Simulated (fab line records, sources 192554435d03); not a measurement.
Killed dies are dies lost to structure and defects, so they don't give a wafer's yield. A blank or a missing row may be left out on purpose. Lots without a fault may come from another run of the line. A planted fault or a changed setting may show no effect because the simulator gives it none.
fab line records | flow n5_finfet
record lots=24 wafers=72 last_day=18
route steps=1938 shown MOL_CONTACT_COAG@526
lots that met no fault: from a run of the same line without faults
start_h: hours from the record's first day to the start of the lot's first wafer shown | wait_h: hours since the lot's step before | " the same as in the row above | L1.1+2: a row that stands for several wafers | - no value, or no start given | * or withheld: withheld | < > ~ a bound
route shown NAME@n: a module of which the file shows steps, and the number in the route of the first | usual: mean/standard deviation of fault-free wafers | same: alike in all rows | chamber/n: place in a boat | sites: the reading at each site | _std_site: their standard deviation | _edge_site: outer sites' mean less inner sites' | radius_mm: how far each site lies from the wafer's centre | mask NAME#n: copy n | behind: the tool/chamber that last shaped the wafer | hold: why the lot was held/for how many hours/how that ended | device: the transistor (n, p or np) that didn't switch | end of line: the same wafers' tests at the end of the route | a step without rows: its recipe alone | killed: dies lost to structure and defects at the first sort, not the wafer's yield | map: a wafer's dies, x killed, . not, _ none there
set.NAME: the setting as run; set.NAME@STEP: as run at that earlier step | model.NAME: the simulator's own value behind a step, which no gauge read
steps of the route over a sample of lots; a table a step, a row a wafer
services: from which hour (start_h, from the record's first day; less than 0 if before it) a tool's chamber was out of use, for how many hours, and why
## steps
# step N5_MOL_CONTACT_COAG_CD_MEAS_08
# recipe target_cd_nm=28 landing_energy_ev=500 detector=se_inlens polarity=opening
# usual cd_nm=28.01/0.24
# columns lot.wafer tool chamber start_h wait_h cd_nm
L074.1 cd_sem-02 0 96.34 - 27.67
L074.2 " 0 " " 27.59
L074.3 " 0 " " 27.85
L075.3 cd_sem-01 0 102.44 - 28.08
L075.4 " 0 " " 28.08
L075.6 " 0 " " 28.26
L076.3 cd_sem-01 0 106.62 - 28.11
L076.4 " 0 " " 28.29
L076.6 " 0 " " 28.06
L077.3 cd_sem-02 0 109.37 - 27.84
L077.4 " 0 " " 27.84
L077.6 " 0 " " 27.69
L078.2 cd_sem-02 0 113.64 - 28.03
L078.4 " 0 " " 27.67
L078.5 " 0 " " 28.18
L079.3 cd_sem-03 0 121.22 - 28.32
L079.4 " 0 " " 28.13
L079.6 " 0 " " 28.09
L080.1 cd_sem-01 0 126.85 - 28.16
L080.4 " 0 " " 27.65
L080.6 " 0 " " 27.65
L081.1 cd_sem-03 0 134.75 - 27.91
L081.2 " 0 " " 28.47
L081.5 " 0 " " 27.94
L082.1 cd_sem-01 0 140.36 - 28.02
L082.4 " 0 " " 27.99
L082.5 " 0 " " 28.34
L083.1 cd_sem-01 0 149.36 - 28.34
L083.2 " 0 " " 28.13
L083.5 " 0 " " 28.21
L084.1 cd_sem-01 0 158.36 - 28.09
L084.5 " 0 " " 28.48
L084.6 " 0 " " 28.56
L085.2 cd_sem-02 0 162.55 - 28.04
L085.4 " 0 " " 27.98
L085.6 " 0 " " 27.90
L086.1 cd_sem-03 0 165.64 - 27.76
L086.2 " 0 " " 28.30
L086.4 " 0 " " 27.70
L087.1 cd_sem-01 0 170.38 - 27.70
L087.2 " 0 " " 27.79
L087.6 " 0 " " 27.79
L088.2 cd_sem-03 0 173.60 - 28.18
L088.5 " 0 " " 28.22
L088.6 " 0 " " 28.02
L089.3 cd_sem-03 0 180.60 - 27.58
L089.4 " 0 " " 27.88
L089.5 " 0 " " 27.69
L090.2 cd_sem-02 0 182.03 - 28.04
L090.3 " 0 " " 27.89
L090.4 " 0 " " 28.39
L091.1 cd_sem-01 0 193.38 - 27.68
L091.3 " 0 " " 28.16
L091.4 " 0 " " 27.83
L092.2 cd_sem-03 0 200.37 - 28.17
L092.5 " 0 " " 27.78
L092.6 " 0 " " 27.88
L093.1 cd_sem-01 0 201.47 - 28.34
L093.2 " 0 " " 27.72
L093.3 " 0 " " 28.02
L094.4 cd_sem-01 0 209.36 - 27.82
L094.5 " 0 " " 28.14
L094.6 " 0 " " 27.87
L095.2 cd_sem-01 0 212.75 - 28.19
L095.4 " 0 " " 28.24
L095.5 " 0 " " 28.32
L096.1 cd_sem-01 0 216.97 - 28.04
L096.2 " 0 " " 28.27
L096.4 " 0 " " 27.83
L097.4 cd_sem-03 0 226.44 - 27.97
L097.5 " 0 " " 28.31
L097.6 " 0 " " 27.97
# step N5_MOL_CONTACT_COAG_DESCUM_13
# recipe chemistry=O2 time_s=7 source_power_w=50 bias_power_w=20 pressure_mtorr=20 rf_frequency_hz=2.712e+07 temp_c=40 resist=CAR-EUV o2_flow_sccm=225
# usual drypump_motor_current_A=5.5/0.36 o2_flow_sccm=225.0/0.61 oes_product_au=0.78/0.085 rf_vpp_V=243.2/1.5 showerhead_plenum_p_Torr=2.08/0.086 throttle_valve_pct=20.35/0.14
# same time_s=7
# columns lot.wafer tool chamber start_h wait_h drypump_motor_current_A o2_flow_sccm oes_product_au rf_hours_counter_h rf_vpp_V showerhead_plenum_p_Torr throttle_valve_pct
L074.1 rie_diel-04 0 96.82 0.4 5.8 225.1 0.73 167 242.3 1.98 20.44
L074.2 " 2 " " 4.8 224.8 0.94 13 244.3 2.06 20.31
L074.3 " 3 " " 5.6 223.7 0.72 165 241.2 1.98 20.23
L075.3 rie_diel-05 3 102.56 0.0 5.7 225.3 0.70 244 241.8 1.96 20.54
L075.4 " 1 " " 5.5 225.5 0.76 161 242.1 1.98 20.33
L075.6 " 3 " " 5.7 223.9 0.70 - 240.6 1.95 20.54
L076.3 rie_diel-04 1 106.74 0.0 5.3 225.1 0.73 193 244.6 2.16 20.49
L076.4 " 3 " " 5.6 224.4 0.72 166 242.3 1.98 20.25
L076.6 " 1 " " 5.3 224.6 0.73 - 242.8 2.16 20.50
L077.3 rie_diel-05 1 110.12 0.7 5.5 224.4 0.77 164 241.8 1.98 20.32
L077.4 " 3 " " 5.7 225.5 0.71 247 240.7 1.95 20.57
L077.6 " 3 " " 5.7 224.5 0.71 - 241.1 1.95 20.55
L078.2 rie_diel-05 3 113.92 0.2 5.7 224.9 0.70 249 241.6 1.95 20.55
L078.4 " 1 " " 5.5 224.7 0.76 - 243.1 1.98 20.32
L078.5 " 3 " " 5.7 225.3 0.69 - 240.5 1.95 20.54
L079.3 rie_diel-02 3 121.34 0.0 5.4 225.8 0.95 18 244.7 2.13 20.22
L079.4 " 2 " " 5.9 225.4 0.73 179 246.1 2.16 20.42
L079.6 " 0 " " 5.6 224.5 0.74 - 241.6 1.99 20.39
L080.1 rie_diel-02 0 127.06 0.1 5.6 225.4 0.72 184 240.9 1.99 20.38
L080.4 " 2 " " 5.9 225.4 0.72 181 243.1 2.16 20.43
L080.6 " 0 " " 5.7 226.4 0.72 - 242.1 1.99 20.39
L081.1 rie_diel-04 3 134.87 0.0 5.6 225.2 0.71 178 242.0 1.98 20.25
L081.2 " 2 " " 4.8 224.8 0.92 25 242.3 2.06 20.35
L081.5 " 0 " " 5.8 224.4 0.72 - 241.5 1.98 20.47
L082.1 rie_diel-02 2 140.72 0.3 5.9 224.7 0.72 185 244.6 2.16 20.42
L082.4 " 0 " " 5.7 223.4 0.72 187 242.3 1.99 20.40
L082.5 " 3 " " 5.4 225.4 0.94 - 243.4 2.13 20.25
L083.1 rie_diel-04 3 149.48 0.0 5.6 224.7 0.71 182 242.6 1.98 20.27
L083.2 " 1 " " 5.3 224.7 0.71 208 244.1 2.15 20.53
L083.5 " 2 " " 4.8 225.5 0.90 - 242.6 2.06 20.36
L084.1 rie_diel-04 3 158.54 0.1 5.6 224.5 0.71 186 241.3 1.97 20.26
L084.5 " 2 " " 4.8 225.5 0.90 - 242.9 2.05 20.34
L084.6 " 1 " " 5.3 224.3 0.71 - 244.4 2.15 20.55
L085.2 rie_diel-02 3 162.68 0.0 5.4 225.3 0.91 32 243.9 2.13 20.24
L085.4 " 2 " " 5.9 225.0 0.71 192 243.3 2.15 20.44
L085.6 " 3 " " 5.4 224.5 0.91 - 244.2 2.13 20.25
L086.1 rie_diel-05 2 165.76 0.0 5.9 225.1 0.70 192 244.8 2.18 20.41
L086.2 " 3 " " 5.7 226.2 0.91 12 245.0 2.21 20.16
L086.4 " 1 " " 5.5 225.5 0.74 186 242.4 1.97 20.38
L087.1 rie_diel-02 2 170.79 0.3 5.9 223.1 0.71 195 245.7 2.15 20.46
L087.2 " 3 " " 5.4 225.2 0.90 34 241.3 2.12 20.25
L087.6 " 3 " " 5.4 225.2 0.90 - 244.4 2.13 20.25
L088.2 rie_diel-04 0 173.72 0.0 5.9 226.2 0.71 195 241.3 1.97 20.49
L088.5 " 0 " " 5.9 224.8 0.71 - 241.0 1.97 20.50
L088.6 " 1 " " 5.3 225.3 0.72 - 245.1 2.15 20.54
L089.3 rie_diel-05 2 180.72 0.0 5.9 225.0 0.71 197 243.3 2.18 20.41
L089.4 " 3 " " 5.7 225.0 0.91 17 244.1 2.21 20.18
L089.5 " 1 " " 5.5 223.9 0.74 - 240.9 1.97 20.38
L090.2 rie_diel-02 2 182.34 0.1 5.9 224.5 0.71 198 243.5 2.15 20.44
L090.3 " 0 " " 5.6 225.2 0.71 200 241.0 1.99 20.42
L090.4 " 1 " " 5.0 225.1 0.89 32 244.5 2.15 20.22
L091.1 rie_diel-02 0 193.72 0.2 5.7 225.3 0.71 203 240.7 1.98 20.41
L091.3 " 2 " " 5.9 224.6 0.71 203 244.4 2.15 20.47
L091.4 " 3 " " 5.4 224.9 0.90 40 245.1 2.12 20.26
L092.2 rie_diel-05 1 200.73 0.3 5.5 224.8 0.74 200 242.4 1.97 20.40
L092.5 " 2 " " 5.9 226.6 0.71 - 244.0 2.18 20.42
L092.6 " 1 " " 5.5 224.4 0.74 - 241.5 1.97 20.39
L093.1 rie_diel-05 3 201.68 0.1 5.7 225.4 0.90 24 245.1 2.20 20.17
L093.2 " 1 " " 5.4 226.0 0.73 200 242.4 1.97 20.39
L093.3 " 2 " " 5.9 226.2 0.71 204 245.2 2.18 20.43
L094.4 rie_diel-05 1 209.47 0.0 5.5 225.5 0.74 202 240.5 1.97 20.39
L094.5 " 2 " " 5.9 224.4 0.70 - 245.8 2.17 20.44
L094.6 " 1 " " 5.5 225.5 0.74 - 240.5 1.97 20.40
L095.2 rie_diel-05 0 213.31 0.5 4.9 225.8 0.79 92 244.3 2.11 20.04
L095.4 " 0 " " 4.9 225.1 0.79 - 243.1 2.11 20.06
L095.5 " 2 " " 5.9 225.1 0.70 - 244.4 2.17 20.42
L096.1 rie_diel-02 2 218.61 1.5 5.9 224.1 0.70 211 244.1 2.15 20.48
L096.2 " 3 " " 5.4 225.2 0.87 49 244.1 2.12 20.28
L096.4 " 0 " " 5.6 225.2 0.69 212 242.3 1.98 20.43
L097.4 rie_diel-02 2 227.62 1.1 5.9 225.6 0.70 215 243.1 2.14 20.47
L097.5 " 0 " " 5.7 225.7 0.70 - 242.0 1.98 20.45
L097.6 " 1 " " 4.9 224.9 0.85 - 244.4 2.14 20.27
# step N5_MOL_CONTACT_COAG_OVL_MEAS_85
# recipe points_per_wafer=522
# usual VG_OVL=0.2/0.72
# columns lot.wafer tool chamber start_h wait_h VG_OVL[nm]
L074.1 overlay-01 0 106.95 0.0 0.4
L074.2 " 0 " " 0.2
L074.3 " 0 " " 0.2
L075.3 overlay-02 0 111.80 0.0 0.4
L075.4 " 0 " " 0.1
L075.6 " 0 " " 1.0
L076.3 overlay-01 0 114.77 0.0 -0.3
L076.4 " 0 " " -0.6
L076.6 " 0 " " 0.1
L077.3 overlay-01 0 119.97 0.0 -0.2
L077.4 " 0 " " -0.1
L077.6 " 0 " " 0.3
L078.2 overlay-02 0 123.17 0.0 -0.5
L078.4 " 0 " " 0.5
L078.5 " 0 " " 1.6
L079.3 overlay-02 0 129.51 0.0 -0.3
L079.4 " 0 " " -0.2
L079.6 " 0 " " -0.8
L080.1 overlay-02 0 137.39 0.0 -0.9
L080.4 " 0 " " 1.2
L080.6 " 0 " " 0.7
L081.1 overlay-01 0 142.73 0.0 0.2
L081.2 " 0 " " 0.3
L081.5 " 0 " " 0.7
L082.1 overlay-01 0 150.21 0.0 0.2
L082.4 " 0 " " -0.8
L082.5 " 0 " " -1.2
L083.1 overlay-01 0 158.17 0.0 0.2
L083.2 " 0 " " -1.8
L083.5 " 0 " " -0.8
L084.1 overlay-01 0 172.30 0.0 0.8
L084.5 " 0 " " -0.3
L084.6 " 0 " " 0.5
L085.2 overlay-02 0 172.36 0.0 0.2
L085.4 " 0 " " -0.4
L085.6 " 0 " " -0.2
L086.1 overlay-02 0 174.97 0.0 -0.7
L086.2 " 0 " " -0.8
L086.4 " 0 " " -1.1
L087.1 overlay-01 0 181.98 0.0 0.8
L087.2 " 0 " " -1.3
L087.6 " 0 " " -0.2
L088.2 overlay-01 0 184.65 0.0 1.1
L088.5 " 0 " " -0.1
L088.6 " 0 " " -0.3
L089.3 overlay-01 0 192.63 0.0 0.8
L089.4 " 0 " " 0.5
L089.5 " 0 " " 0.5
L090.2 overlay-02 0 194.23 0.0 0.5
L090.3 " 0 " " 1.3
L090.4 " 0 " " 0.3
L091.1 overlay-02 0 204.67 0.0 -0.2
L091.3 " 0 " " 0.3
L091.4 " 0 " " 0.0
L092.2 overlay-01 0 211.90 0.0 0.9
L092.5 " 0 " " -0.3
L092.6 " 0 " " 0.0
L093.1 overlay-02 0 212.34 0.0 0.1
L093.2 " 0 " " 0.4
L093.3 " 0 " " -0.4
L094.4 overlay-01 0 219.09 0.0 -0.1
L094.5 " 0 " " 1.1
L094.6 " 0 " " -0.2
L095.2 overlay-02 0 221.41 0.0 2.0
L095.4 " 0 " " 2.2
L095.5 " 0 " " 1.1
L096.1 overlay-02 0 228.06 0.0 0.4
L096.2 " 0 " " 0.4
L096.4 " 0 " " 0.1
L097.4 overlay-02 0 237.88 0.0 -0.1
L097.5 " 0 " " 0.5
L097.6 " 0 " " 1.1
# step N5_MOL_CONTACT_COAG_DESCUM_88
# recipe chemistry=O2 time_s=7 source_power_w=50 bias_power_w=20 pressure_mtorr=20 rf_frequency_hz=2.712e+07 temp_c=40 resist=CAR-EUV o2_flow_sccm=225
# usual drypump_motor_current_A=5.5/0.38 o2_flow_sccm=225.1/0.6 oes_product_au=0.77/0.086 rf_vpp_V=243.1/1.6 showerhead_plenum_p_Torr=2.08/0.087 throttle_valve_pct=20.35/0.15
# same time_s=7
# columns lot.wafer tool chamber start_h wait_h drypump_motor_current_A o2_flow_sccm oes_product_au rf_hours_counter_h rf_vpp_V showerhead_plenum_p_Torr throttle_valve_pct
L074.1 rie_diel-04 0 107.24 0.2 5.9 223.8 0.73 169 240.4 1.98 20.44
L074.2 " 3 " " 5.6 224.9 0.73 167 241.2 1.98 20.25
L074.3 " 2 " " 4.8 224.9 0.94 15 240.7 2.06 20.33
L075.3 rie_diel-04 0 112.27 0.4 5.9 224.3 0.72 172 241.0 1.98 20.45
L075.4 " 2 " " 4.8 224.3 0.94 18 243.1 2.06 20.33
L075.6 " 1 " " 5.3 225.2 0.72 - 244.7 2.16 20.53
L076.3 rie_diel-05 1 114.85 0.0 5.5 225.1 0.76 166 242.1 1.98 20.35
L076.4 " 2 " " 5.9 224.7 0.73 - 243.6 2.19 20.38
L076.6 " 3 " " 5.7 225.0 0.70 - 241.3 1.95 20.55
L077.3 rie_diel-04 2 120.18 0.2 4.8 224.4 0.92 20 242.3 2.06 20.33
L077.4 " 3 " " 5.6 224.1 0.72 173 241.4 1.98 20.25
L077.6 " 1 " " 5.3 224.9 0.72 - 243.5 2.16 20.52
L078.2 rie_diel-02 3 123.88 0.7 5.4 226.5 0.95 19 243.6 2.13 20.22
L078.4 " 1 " " 5.0 224.8 0.91 15 243.6 2.16 20.22
L078.5 " 2 " " 5.9 225.1 0.72 - 243.8 2.16 20.43
L079.3 rie_diel-02 0 129.59 0.0 5.7 225.7 0.72 184 242.4 1.99 20.37
L079.4 " 3 " " 5.4 225.3 0.94 20 245.3 2.13 20.21
L079.6 " 1 " " 5.0 224.9 0.90 - 244.3 2.15 20.21
L080.1 rie_diel-05 2 137.48 0.0 5.9 225.4 0.73 181 243.9 2.18 20.40
L080.4 " 1 " " 5.5 224.9 0.76 175 241.7 1.98 20.35
L080.6 " 3 " " 5.7 224.5 0.96 - 244.4 2.21 20.16
L081.1 rie_diel-02 0 143.18 0.4 5.7 225.0 0.72 188 239.8 1.99 20.40
L081.2 " 1 " " 5.0 224.2 0.89 21 243.2 2.15 20.25
L081.5 " 2 " " 5.9 225.3 0.73 - 245.7 2.16 20.44
L082.1 rie_diel-05 0 150.30 0.0 5.0 225.1 0.80 71 244.0 2.12 20.02
L082.4 " 3 " " 5.7 225.8 0.94 7 245.5 2.21 20.14
L082.5 " 3 " " 5.8 224.6 0.94 - 246.3 2.21 20.15
L083.1 rie_diel-05 0 158.46 0.2 5.0 224.9 0.81 73 244.1 2.12 20.01
L083.2 " 3 " " 5.7 224.4 0.94 10 244.9 2.21 20.14
L083.5 " 1 " " 5.5 225.4 0.75 - 241.3 1.97 20.35
L084.1 rie_diel-04 2 172.42 0.1 4.8 223.9 0.88 40 240.8 2.05 20.36
L084.5 " 3 " " 5.7 224.9 0.71 - 239.8 1.97 20.27
L084.6 " 2 " " 4.8 224.3 0.88 - 243.1 2.05 20.36
L085.2 rie_diel-04 0 172.53 0.1 5.9 224.4 0.71 195 242.0 1.97 20.49
L085.4 " 1 " " 5.3 225.2 0.71 214 242.9 2.15 20.54
L085.6 " 2 " " 4.8 224.0 0.89 - 241.4 2.05 20.36
L086.1 rie_diel-05 3 175.06 0.0 5.7 225.5 0.91 16 243.7 2.21 20.17
L086.2 " 2 " " 5.9 224.7 0.71 196 244.1 2.18 20.42
L086.4 " 1 " " 5.5 225.5 0.74 190 243.0 1.97 20.37
L087.1 rie_diel-04 1 182.28 0.0 5.3 224.9 0.71 217 245.4 2.15 20.53
L087.2 " 0 " " 5.8 225.2 0.70 197 242.4 1.97 20.50
L087.6 " 0 " " 5.8 225.2 0.71 - 239.4 1.97 20.51
L088.2 rie_diel-04 1 184.77 0.1 5.3 226.3 0.70 218 243.3 2.15 20.55
L088.5 " 3 " " 5.6 225.7 0.70 - 241.9 1.97 20.28
L088.6 " 0 " " 5.9 225.8 0.71 - 241.7 1.97 20.50
L089.3 rie_diel-05 1 192.85 0.2 5.6 225.4 0.74 196 242.0 1.97 20.39
L089.4 " 0 " " 4.9 225.9 0.80 86 244.2 2.11 20.04
L089.5 " 0 " " 5.0 224.4 0.80 - 244.3 2.11 20.03
L090.2 rie_diel-02 2 194.32 0.0 5.9 225.0 0.70 203 244.3 2.15 20.46
L090.3 " 3 " " 5.4 224.1 0.90 40 242.8 2.12 20.27
L090.4 " 1 " " 5.0 224.4 0.87 37 243.9 2.15 20.26
L091.1 rie_diel-04 3 204.77 0.0 5.7 225.8 0.69 203 241.9 1.97 20.29
L091.3 " 1 " " 5.3 225.8 0.70 224 244.6 2.15 20.56
L091.4 " 2 " " 4.8 224.6 0.88 50 243.0 2.05 20.36
L092.2 rie_diel-05 2 211.99 0.0 5.9 224.6 0.70 206 245.3 2.17 20.43
L092.5 " 3 " " 5.7 226.0 0.89 - 242.9 2.20 20.19
L092.6 " 2 " " 5.9 225.4 0.71 - 246.2 2.17 20.43
L093.1 rie_diel-05 3 213.19 0.8 5.7 225.3 0.90 26 243.7 2.20 20.18
L093.2 " 0 " " 5.0 225.2 0.78 92 244.2 2.11 20.03
L093.3 " 2 " " 5.9 225.6 0.70 207 245.9 2.17 20.41
L094.4 rie_diel-02 1 220.26 1.1 5.0 225.3 0.85 46 243.4 2.14 20.25
L094.5 " 3 " " 5.4 226.2 0.88 - 243.2 2.12 20.26
L094.6 " 2 " " 5.9 224.8 0.70 - 245.3 2.15 20.47
L095.2 rie_diel-02 1 222.75 1.3 5.0 225.7 0.84 48 243.8 2.14 20.26
L095.4 " 3 " " 5.4 225.3 0.87 50 243.0 2.12 20.28
L095.5 " 2 " " 5.9 226.3 0.71 - 242.2 2.15 20.49
L096.1 rie_diel-04 1 229.07 0.9 5.3 224.8 0.70 227 244.4 2.14 20.56
L096.2 " 3 " " 5.6 225.0 0.70 206 242.0 1.97 20.30
L096.4 " 2 " " 4.8 225.5 0.86 54 242.1 2.05 20.37
L097.4 rie_diel-04 2 239.22 1.3 4.8 224.6 0.86 58 241.1 2.05 20.41
L097.5 " 2 " " 4.8 225.2 0.87 - 243.5 2.05 20.39
L097.6 " 1 " " 5.3 225.1 0.69 - 243.7 2.14 20.58
# step N5_MOL_CONTACT_COAG_CD_MEAS_40
# recipe target_cd_nm=25.1 landing_energy_ev=500 detector=se_inlens polarity=opening
# usual cd_nm=25.17/0.23
# columns lot.wafer tool chamber start_h wait_h cd_nm
L074.1 cd_sem-02 0 108.66 - 25.13
L074.2 " 0 " " 25.01
L074.3 " 0 " " 25.15
L075.3 cd_sem-02 0 113.40 - 24.90
L075.4 " 0 " " 24.65
L075.6 " 0 " " 24.79
L076.3 cd_sem-02 0 115.98 - 25.14
L076.4 " 0 " " 25.04
L076.6 " 0 " " 24.89
L077.3 cd_sem-03 0 122.94 - 25.08
L077.4 " 0 " " 25.19
L077.6 " 0 " " 25.54
L078.2 cd_sem-01 0 125.26 - 25.37
L078.4 " 0 " " 25.56
L078.5 " 0 " " 25.15
L079.3 cd_sem-02 0 130.84 - 24.91
L079.4 " 0 " " 25.37
L079.6 " 0 " " 25.50
L080.1 cd_sem-01 0 138.61 - 24.74
L080.4 " 0 " " 25.08
L080.6 " 0 " " 25.32
L081.1 cd_sem-03 0 144.48 - 25.01
L081.2 " 0 " " 25.24
L081.5 " 0 " " 25.40
L082.1 cd_sem-01 0 151.58 - 24.92
L082.4 " 0 " " 25.25
L082.5 " 0 " " 25.46
L083.1 cd_sem-01 0 159.71 - 25.39
L083.2 " 0 " " 25.10
L083.5 " 0 " " 25.21
L084.1 cd_sem-01 0 174.01 - 25.27
L084.5 " 0 " " 25.23
L084.6 " 0 " " 25.04
L085.2 cd_sem-01 0 174.20 - 25.55
L085.4 " 0 " " 25.28
L085.6 " 0 " " 25.31
L086.1 cd_sem-02 0 176.19 - 25.41
L086.2 " 0 " " 25.36
L086.4 " 0 " " 24.84
L087.1 cd_sem-02 0 183.72 - 25.25
L087.2 " 0 " " 25.55
L087.6 " 0 " " 24.77
L088.2 cd_sem-03 0 186.10 - 24.96
L088.5 " 0 " " 25.24
L088.6 " 0 " " 24.79
L089.3 cd_sem-03 0 194.33 - 25.58
L089.4 " 0 " " 25.12
L089.5 " 0 " " 25.00
L090.2 cd_sem-01 0 195.65 - 25.02
L090.3 " 0 " " 25.05
L090.4 " 0 " " 25.11
L091.1 cd_sem-02 0 205.89 - 25.35
L091.3 " 0 " " 24.86
L091.4 " 0 " " 25.15
L092.2 cd_sem-02 0 213.26 - 25.40
L092.5 " 0 " " 24.86
L092.6 " 0 " " 24.88
L093.1 cd_sem-01 0 214.54 - 25.29
L093.2 " 0 " " 25.24
L093.3 " 0 " " 24.99
L094.4 cd_sem-02 0 221.49 - 25.06
L094.5 " 0 " " 24.96
L094.6 " 0 " " 25.07
L095.2 cd_sem-03 0 224.02 - 25.16
L095.4 " 0 " " 25.59
L095.5 " 0 " " 25.24
L096.1 cd_sem-03 0 230.44 - 24.95
L096.2 " 0 " " 24.83
L096.4 " 0 " " 25.25
L097.4 cd_sem-01 0 240.66 - 25.26
L097.5 " 0 " " 25.03
L097.6 " 0 " " 24.89
# step N5_MOL_CONTACT_COAG_ETCH_124
# recipe chemistry=CH3F/O2 target=SiNx target_depth_a=65 mask_material=SOC stop_on=SiOC over_etch_frac=0.3 ion_energy_ev=120 pressure_mtorr=30 source_w=395 bias_w=73 Ar_flow_sccm=150 CH3F_flow_sccm=30 O2_flow_sccm=20 ends=end_point
# usual drypump_motor_current_A=5.5/0.37 oes_product_au=0.66/0.07 rf_vpp_V=297/4 showerhead_plenum_p_Torr=2.00/0.079 throttle_valve_pct=16.30/0.21
# columns lot.wafer tool chamber start_h wait_h drypump_motor_current_A oes_product_au rf_hours_counter_h rf_vpp_V showerhead_plenum_p_Torr throttle_valve_pct
L074.1 rie_diel-04 2 109.71 0.0 4.8 0.79 16 302 1.96 16.11
L074.2 " 1 " " 5.3 0.62 194 294 2.08 16.55
L074.3 " 3 " " 5.7 0.62 168 304 1.90 16.25
L075.3 rie_diel-04 3 114.20 0.0 5.7 0.62 170 305 1.90 16.26
L075.4 " 1 " " 5.3 0.61 196 294 2.08 16.56
L075.6 " 1 " " 5.3 0.62 - 295 2.08 16.56
L076.3 rie_diel-02 0 116.63 0.0 5.6 0.63 180 301 1.92 16.38
L076.4 " 1 " " 5.0 0.77 13 292 2.06 16.02
L076.6 " 0 " " 5.7 0.62 - 301 1.92 16.36
L077.3 rie_diel-04 2 123.65 0.0 4.8 0.79 21 303 1.96 16.13
L077.4 " 3 " " 5.6 0.61 174 305 1.90 16.25
L077.6 " 2 " " 4.8 0.78 - 302 1.96 16.13
L078.2 rie_diel-05 1 125.88 0.0 5.5 0.64 172 302 1.92 16.47
L078.4 " 0 " " 5.0 0.71 - 297 2.01 15.84
L078.5 " 2 " " 5.9 0.62 - 299 2.07 16.22
L079.3 rie_diel-04 0 131.62 0.0 5.8 0.62 179 293 1.91 16.45
L079.4 " 3 " " 5.6 0.62 177 305 1.90 16.28
L079.6 " 3 " " 5.6 0.61 - 304 1.90 16.26
L080.1 rie_diel-05 0 139.71 0.0 5.0 0.70 67 297 2.01 15.86
L080.4 " 3 " " 5.7 0.81 3 300 2.13 16.10
L080.6 " 3 " " 5.7 0.80 - 301 2.13 16.11
L081.1 rie_diel-04 2 145.20 0.0 4.8 0.77 29 300 1.96 16.14
L081.2 " 1 " " 5.3 0.61 207 294 2.08 16.59
L081.5 " 0 " " 5.8 0.61 - 295 1.91 16.48
L082.1 rie_diel-05 1 152.20 0.0 5.5 0.64 181 300 1.92 16.48
L082.4 " 0 " " 5.0 0.69 72 297 2.01 15.86
L082.5 " 3 " " 5.7 0.80 - 300 2.13 16.12
L083.1 rie_diel-04 2 161.09 0.0 4.8 0.76 35 301 1.95 16.15
L083.2 " 0 " " 5.9 0.60 189 293 1.90 16.48
L083.5 " 0 " " 5.9 0.60 - 294 1.90 16.47
L085.2 rie_diel-02 2 174.82 0.0 5.9 0.62 196 290 2.07 16.52
L085.4 " 3 " " 5.3 0.76 35 295 2.03 16.17
L085.6 " 2 " " 5.9 0.62 - 291 2.07 16.51
L084.1 rie_diel-05 1 174.83 0.0 5.5 0.63 190 301 1.92 16.49
L084.5 " 2 " " 5.9 0.61 - 299 2.07 16.27
L084.6 " 3 " " 5.7 0.78 - 300 2.13 16.14
L086.1 rie_diel-02 0 176.95 0.0 5.7 0.61 199 301 1.91 16.41
L086.2 " 1 " " 4.9 0.74 30 293 2.05 16.05
L086.4 " 2 " " 5.9 0.62 196 290 2.07 16.52
L087.1 rie_diel-04 0 184.50 0.0 5.9 0.60 198 294 1.90 16.49
L087.2 " 1 " " 5.3 0.61 218 293 2.07 16.61
L087.6 " 0 " " 5.8 0.60 - 295 1.90 16.50
L088.2 rie_diel-05 1 186.83 0.0 5.5 0.63 194 301 1.92 16.49
L088.5 " 1 " " 5.5 0.63 - 300 1.92 16.49
L088.6 " 0 " " 5.0 0.69 - 295 2.01 15.87
L089.3 rie_diel-05 2 194.99 0.0 5.9 0.61 201 299 2.07 16.28
L089.4 " 3 " " 5.7 0.76 21 299 2.12 16.12
L089.5 " 3 " " 5.7 0.76 - 298 2.12 16.13
L090.2 rie_diel-04 3 196.58 0.0 5.6 0.60 200 303 1.89 16.30
L090.3 " 1 " " 5.3 0.60 222 294 2.07 16.61
L090.4 " 2 " " 4.8 0.74 48 301 1.95 16.20
L091.1 rie_diel-04 1 206.61 0.0 5.3 0.60 225 295 2.07 16.61
L091.3 " 3 " " 5.6 0.59 203 304 1.89 16.31
L091.4 " 0 " " 5.8 0.60 206 295 1.90 16.52
L092.2 rie_diel-05 2 215.42 0.0 5.9 0.60 208 299 2.06 16.30
L092.5 " 3 " " 5.7 0.76 - 300 2.12 16.15
L092.6 " 2 " " 5.9 0.60 - 300 2.06 16.29
L093.1 rie_diel-02 1 215.95 0.0 5.0 0.72 44 293 2.05 16.09
L093.2 " 3 " " 5.4 0.75 48 296 2.03 16.19
L093.3 " 0 " " 5.7 0.60 211 300 1.91 16.44
L094.4 rie_diel-02 3 223.59 0.0 5.4 0.75 51 296 2.03 16.20
L094.5 " 3 " " 5.4 0.75 - 295 2.03 16.18
L094.6 " 2 " " 5.9 0.61 - 290 2.06 16.53
L095.2 rie_diel-05 0 226.38 0.0 5.0 0.67 93 296 2.00 15.89
L095.4 " 1 " " 5.5 0.62 209 301 1.91 16.52
L095.5 " 2 " " 5.9 0.60 - 301 2.06 16.30
L096.1 rie_diel-02 3 232.44 0.0 5.4 0.74 55 296 2.03 16.19
L096.2 " 1 " " 4.9 0.72 53 293 2.04 16.09
L096.4 " 0 " " 5.6 0.59 219 300 1.90 16.46
L097.4 rie_diel-02 1 241.79 0.0 5.0 0.72 57 293 2.04 16.09
L097.5 " 1 " " 5.0 0.71 - 293 2.04 16.10
L097.6 " 0 " " 5.6 0.60 - 300 1.90 16.46
## services
# columns tool chamber start_h hours kind
rie_diel-04 - 99.96 4.3 pm
rie_diel-02 - 110.97 2.8 pm
rie_diel-05 0 113.45 3.9 repair
rie_diel-05 - 116.55 0.5 repair
rie_diel-05 3 117.37 - clean
rie_diel-05 3 117.37 - consumable_replace:focus_ring
rie_diel-05 3 117.37 - consumable_replace:showerhead
rie_diel-05 3 117.37 14.9 scheduled_down
rie_diel-05 3 117.37 14.9 vent_cycle
rie_diel-04 3 144.48 1.3 repair
rie_diel-04 1 165.57 6.6 repair
rie_diel-02 1 169.13 2.1 repair
rie_diel-04 - 212.45 14.6 pm
rie_diel-05 0 213.96 11.5 repair
## key
fault none
